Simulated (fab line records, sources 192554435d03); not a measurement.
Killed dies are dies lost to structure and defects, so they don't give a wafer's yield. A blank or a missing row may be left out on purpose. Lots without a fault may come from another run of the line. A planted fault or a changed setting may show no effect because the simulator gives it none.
Split-lot experiment | flow n5_finfet | 7 lots, 21 wafers read, on a route of 1938 steps

THE SPLIT
At N5_PASSIVATION_EXPOSE_41 (exposes mask PASS OPEN, defocus 0 nm, target cd 40000 nm), the setting dose_mj was moved away from the recipe's 57.25 on 6 of the 21 wafers read, by +2.1% to +6.5%. The other wafers ran this setting at the recipe's value.

FROM THE SPLIT TO THE READING: what the file shows between them, 3 steps
- N5_PASSIVATION_PEB_42
- N5_PASSIVATION_DEVELOP_43: develop time 60 s
- N5_PASSIVATION_HARDBAKE_45: time 120 s

THE READING
cd_nm, in nm, at N5_PASSIVATION_CD_MEAS_44 (target cd 40000 nm). Fault-free wafers of this fab line usually give 40001 nm, standard deviation 3.6 nm.

wafer  | tool, chamber at the split | dose_mj as run | against the recipe | cd_nm, nm | against lot-mates on the recipe
L075.1 | krf_scanner-01, 0          | 57.25          | recipe             | 39999     | -
L075.3 | krf_scanner-01, 0          | 57.25          | recipe             | 40003     | -
L075.4 | krf_scanner-01, 0          | 57.25          | recipe             | 40002     | -
L074.1 | krf_scanner-02, 0          | 57.25          | recipe             | 40007     | -
L074.2 | krf_scanner-02, 0          | 59.95          | +4.7%              | 40022     | +15
L074.6 | krf_scanner-02, 0          | 57.25          | recipe             | 40007     | -
L084.1 | krf_scanner-02, 0          | 57.25          | recipe             | 40002     | -
L084.3 | krf_scanner-02, 0          | 57.25          | recipe             | 39997     | -
L084.5 | krf_scanner-02, 0          | 57.25          | recipe             | 40002     | -
L088.1 | krf_scanner-02, 0          | 58.44          | +2.1%              | 40006     | +5
L088.2 | krf_scanner-02, 0          | 58.44          | +2.1%              | 40007     | +6
L088.5 | krf_scanner-02, 0          | 57.25          | recipe             | 40001     | -
L091.1 | krf_scanner-02, 0          | 57.25          | recipe             | 40002     | -
L091.4 | krf_scanner-02, 0          | 57.25          | recipe             | 40003     | -
L091.6 | krf_scanner-02, 0          | 60.98          | +6.5%              | 40029     | +26
L089.1 | krf_scanner-02, 0          | 60.46          | +5.6%              | 40021     | +20
L089.2 | krf_scanner-02, 0          | 57.25          | recipe             | 40003     | -
L089.6 | krf_scanner-02, 0          | 57.25          | recipe             | 40000     | -
L095.1 | krf_scanner-01, 0          | 58.48          | +2.1%              | 40009     | +8
L095.3 | krf_scanner-01, 0          | 57.25          | recipe             | 40000     | -
L095.5 | krf_scanner-01, 0          | 57.25          | recipe             | 40003     | -

THE FIT
A straight line over all 21 wafers: cd_nm changes by +3.8 nm for each +1% of dose_mj; r = +0.95; the points scatter about the line by 2.7 nm.
The same after taking each lot's own level away (the mean of its wafers on the recipe; 21 wafers): +3.63 nm for each +1%; r = +0.98; scatter 1.7 nm.
On that fit, the largest move of dose_mj shifts the reading by 24 nm.
The lots' own levels span 40000.3 to 40007.0 nm, that is 1.9 times the standard deviation above.
So the lot-to-lot level changes the slope little: the two slopes agree.
Check: with one of the wafers moved furthest among these (+6.5%) left out of the fit, the line predicts +21.4 nm for it against its lot-mates. It came out at +26.5 nm against them.

THE FILE'S OWN FIT
cd_nm changes by +3.61 nm for each +1% of dose_mj, r = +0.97.
